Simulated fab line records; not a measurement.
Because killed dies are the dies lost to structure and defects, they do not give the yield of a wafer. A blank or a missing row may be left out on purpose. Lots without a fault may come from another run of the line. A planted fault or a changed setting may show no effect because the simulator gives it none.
Chamber matching    flow n5 finfet    rie diel-04 running N5_BEOL_M0_CUTY_ETCH_62: 4 sister chambers
The step etches SiARC in CF4, time 58.5 s. 4 wafers are shown with their chamber, then 12 later ones without.

EACH WAFER AND ITS CHAMBER
wafer   chamber  drypump motor current A (A)
L087.6  0        6.1
L088.1  1        5.4
L088.2  3        5.7
L088.4  2        6.4

WAFERS WITHOUT THEIR CHAMBER
wafer   drypump motor current A (A)
L091.1  5.4
L091.3  6.4
L091.4  5.7
L093.1  5.6
L093.5  6.2
L093.6  5.6
L094.2  5.4
L094.3  6.1
L094.5  6.4
L095.1  5.4
L095.2  6.4
L095.4  6.1

THE CHAMBER EACH PASSED THROUGH
wafer   from the rows above      in truth
L091.1  1                        1
L091.3  2                        2
L091.4  3                        3
L093.1  can't be placed: 3 or 1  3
L093.5  can't be placed: 0 or 2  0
L093.6  can't be placed: 3 or 1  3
L094.2  1                        1
L094.3  0                        0
L094.5  2                        2
L095.1  1                        1
L095.2  2                        2
L095.4  0                        0
9 of 12 placed correctly. These rows do not allow placing 3 (true chamber among the candidates in 3). Wrongly placed: 0.
How it was worked out, from the rows above alone: a wafer's distance from a chamber is the root of the sum, over the readings, of the square of ((its reading less the chamber's mean) divided by the reading's scatter). The wafer belongs to the nearest chamber; if the next one is less than 2 further off, it can't be placed. For every chamber, the mean is computed from those of its wafers that are shown. The scatter: with one shown wafer a chamber, the root of the mean of the squares of how far each hidden wafer lies from its nearest shown one.
